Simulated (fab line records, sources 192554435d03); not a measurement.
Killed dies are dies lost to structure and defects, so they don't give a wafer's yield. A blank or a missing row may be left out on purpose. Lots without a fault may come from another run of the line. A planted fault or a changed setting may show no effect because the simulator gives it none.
Problem report in the 8D (eight disciplines) form, filled by code | flow n5_finfet | the parts of the form that need people (team, actions taken, sign-off) are left out

1. THE PROBLEM
barrier_field_endpoint_s at N5_BEOL_M7_CMP_52 reads a mean of 15.9 s on 2 wafers of 2 lots; wafers without a fault read 28.8 s with a standard deviation of 0.67. That is -19 standard deviations from the usual mean.
The step: polishes, stops on SiCOH lowk, t overpolish 6.9 s, target thk 80 nm.
First seen on wafer L291.3, day 12 18:08, on cmp-04. The record holds 35 wafers of 12 lots with a number at this step. Rule for "out", or "out of limits": more than 4 standard deviations from the usual mean. The other wafers with a number count as sound.

2. WHAT IT IS AND WHAT IT IS NOT
question                    | is                                           | is not
which readings at this step | barrier_field_endpoint_s, time_to_endpoint_s | motor_current_A, overpolish_run_s
which lots                  | L291, L295                                   | L284, L285, L286, L287, L299, L300, L301, L304, L305, L306
which wafers of those lots  | L291.3, L295.3                               | L291.2, L291.5, L295.2
read on which tools         | cmp-04                                       | cmp-01, cmp-02
when                        | from day 12 18:08                            | up to then (14 sound wafers); but 19 sound wafers of L295, L299, L300, L301, L304, L305, L306 came after

3. SUSPECTS, AND WHAT RULES EACH OUT
Counting: a tool at a process step up to the reading stays a suspect if it ran every lot that is out. Sound lots after the first of them don't rule it out here, since some wafers of a struck lot are sound.
- cmp-04 at N5_BEOL_M7_CMP_52 (polishes, stops on SiCOH lowk, t overpolish 6.9 s, target thk 80 nm): kept. It ran every lot that is out, first L291 (day 12 18:08). Its own readings are out on those wafers: barrier_field_endpoint_s, time_to_endpoint_s.
Left after counting: cmp-04 at N5_BEOL_M7_CMP_52.

4. THE CAUSE (what the simulator had put in)
Process parameter drift: cmp-04, from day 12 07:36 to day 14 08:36, at N5_BEOL_M7_CMP_52. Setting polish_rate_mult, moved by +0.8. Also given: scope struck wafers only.
Counting left only this tool.

5. THE CHAIN OF EFFECTS, in route order
Each row: a reading whose mean over the struck wafers that have a number lies more than 3 standard deviations from the usual. Only readings for which the record gives a usual standard deviation are gone through. hours: the time from each lot's start at the first step in this table that gives one to its start at this step, as a median over the lots. sigmas: the change in usual standard deviations.
hours | step              | reading                  | usual  | on struck wafers | change | sigmas
0     | N5_BEOL_M7_CMP_52 | barrier_field_endpoint_s | 28.8 s | 15.9             | -12.9  | -19
0     | N5_BEOL_M7_CMP_52 | time_to_endpoint_s       | 61.3 s | 32.9             | -28.4  | -9.5
The process steps in it:
- N5_BEOL_M7_CMP_52: polishes, stops on SiCOH lowk, t overpolish 6.9 s, target thk 80 nm.
Later measuring or inspecting steps at which every struck wafer that the step has a row for has a number for every such reading, and none has moved that far: N5_BEOL_M8_THK_MEAS_01.

6. WHAT WOULD HAVE CAUGHT IT SOONER
In this record the first reading out of limits was taken at day 12 18:08, 11 hours after the fault began at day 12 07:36.
